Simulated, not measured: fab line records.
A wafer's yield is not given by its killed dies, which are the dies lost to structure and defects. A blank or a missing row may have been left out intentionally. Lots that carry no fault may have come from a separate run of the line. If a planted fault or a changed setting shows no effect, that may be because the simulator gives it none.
Split-lot trial + flow n5_finfet + 21 wafers read across 7 lots, on a route 1938 steps long

== ABOUT THE SPLIT ==
At N5_DUMMY_GATE_COAT_09 (resist thk 30 nm), the setting spin_rpm was moved away from the recipe's 1500 rpm on 4 of the 21 wafers read, by -10.7% to +10.3%. This setting was run at the recipe's value on the other wafers.

== FROM THE SPLIT TO THE READING: what the file shows between them, 2 steps ==
- N5_DUMMY_GATE_EBR_11
- N5_DUMMY_GATE_SOFTBAKE_10: time 60 s

== THE READING ==
CAR-EUV_of_DUMMY_GATE_COAT_09.thk_nm (the simulator's own value, which no gauge read), in nm, at N5_DUMMY_GATE_DESCUM_20 (chemistry O2, time 6.2 s). The file does not state a usual value for it. Here, 17 wafers ran the recipe; their average is 26.5 nm with a standard deviation of 0.091 nm.

| wafer  | tool, chamber at the split | spin_rpm as run, rpm | against the recipe | CAR-EUV_of_DUMMY_GATE_COAT_09.thk_nm, nm | against lot-mates on the recipe |
|--------|----------------------------|----------------------|--------------------|------------------------------------------|---------------------------------|
| L076.1 | litho_track-01, 0          | 1379                 | -8.1%              | 27.6                                     | +1.2                            |
| L076.2 | litho_track-01, 0          | 1500                 | recipe             | 26.4                                     | -                               |
| L076.3 | litho_track-01, 0          | 1500                 | recipe             | 26.4                                     | -                               |
| L080.1 | litho_track-02, 0          | 1655                 | +10.3%             | 25                                       | -1.5                            |
| L080.4 | litho_track-02, 0          | 1500                 | recipe             | 26.6                                     | -                               |
| L080.5 | litho_track-02, 0          | 1500                 | recipe             | 26.4                                     | -                               |
| L083.2 | litho_track-02, 0          | 1500                 | recipe             | 26.6                                     | -                               |
| L083.4 | litho_track-02, 0          | 1500                 | recipe             | 26.6                                     | -                               |
| L083.3 | litho_track-02, 0          | 1500                 | recipe             | 26.4                                     | -                               |
| L084.3 | litho_track-01, 0          | 1500                 | recipe             | 26.4                                     | -                               |
| L084.4 | litho_track-01, 0          | 1500                 | recipe             | 26.4                                     | -                               |
| L084.6 | litho_track-01, 0          | 1500                 | recipe             | 26.4                                     | -                               |
| L085.3 | litho_track-05, 0          | 1340                 | -10.7%             | 28.2                                     | +1.8                            |
| L085.4 | litho_track-05, 0          | 1340                 | -10.7%             | 28                                       | +1.6                            |
| L085.6 | litho_track-05, 0          | 1500                 | recipe             | 26.4                                     | -                               |
| L090.1 | litho_track-05, 0          | 1500                 | recipe             | 26.4                                     | -                               |
| L090.4 | litho_track-05, 0          | 1500                 | recipe             | 26.4                                     | -                               |
| L090.3 | litho_track-05, 0          | 1500                 | recipe             | 26.6                                     | -                               |
| L093.1 | litho_track-05, 0          | 1500                 | recipe             | 26.4                                     | -                               |
| L093.3 | litho_track-05, 0          | 1500                 | recipe             | 26.4                                     | -                               |
| L093.5 | litho_track-05, 0          | 1500                 | recipe             | 26.6                                     | -                               |

FIT RESULTS
A straight line over all 21 wafers: CAR-EUV_of_DUMMY_GATE_COAT_09.thk_nm changes by -0.148 nm for each +1% of spin_rpm; r = -0.99; the points scatter about the line by 0.096 nm.
The same after taking each lot's own level away (the mean of its wafers on the recipe; 21 wafers): -0.153 nm for each +1%; r = -0.99; scatter 0.084 nm.
On that fit, the largest move of spin_rpm shifts the reading by 1.6 nm.
Across the lots, their own levels run from 26.40 to 26.53 nm, a range of 1.5 times the standard deviation given above.
The two slopes agree, so the slope changes little with the lot-to-lot level.
Check: for one of the wafers moved furthest among these (-10.7%), held out of the fit, the line's prediction against its lot-mates is +1.58 nm. It came out at +1.8 nm against them.

== OTHER SPLITS ON THESE WAFERS ==
These wafers also went through other splits before the reading. Each is held against what the fit with the lots' levels taken away leaves over:
| other split on the same wafers | wafers away from the commonest value | r with CAR-EUV_of_DUMMY_GATE_COAT_09.thk_nm (lot level and that fit taken away) |
|--------------------------------|--------------------------------------|---------------------------------------------------------------------------------|
| N5_WELL_APT_EXPOSE_05 dose_mj  | 4                                    | -0.26                                                                           |
| N5_WELL_APT_DESCUM_13 time_s   | 9                                    | -0.02                                                                           |
| N5_FIN_SAQP_HM_DEP_03 time_s   | 5                                    | +0.19                                                                           |
| N5_FIN_SAQP_EXPOSE_13 dose_mj  | 11                                   | +0.05                                                                           |
| N5_FIN_CUT_EXPOSE_05 dose_mj   | 5                                    | +0.17                                                                           |

== THE WHOLE CHAIN: every reading that the file lists as answering this split, in the file's order ==
| step                    | what it does             | reading                                                                               | change (the file's fit)               | r (the file's) |
|-------------------------|--------------------------|---------------------------------------------------------------------------------------|---------------------------------------|----------------|
| N5_DUMMY_GATE_COAT_09   | resist thk 30 nm         | CAR-EUV_of_DUMMY_GATE_COAT_09.thk_nm (the simulator's own value, which no gauge read) | -0.159 nm for each +1% of the setting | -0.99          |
| N5_DUMMY_GATE_DESCUM_20 | chemistry O2, time 6.2 s | CAR-EUV_of_DUMMY_GATE_COAT_09.thk_nm (the simulator's own value, which no gauge read) | -0.152 nm for each +1% of the setting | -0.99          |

== THE FILE'S OWN FIT ==
CAR-EUV_of_DUMMY_GATE_COAT_09.thk_nm changes by -0.152 nm for each +1% of spin_rpm, r = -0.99.
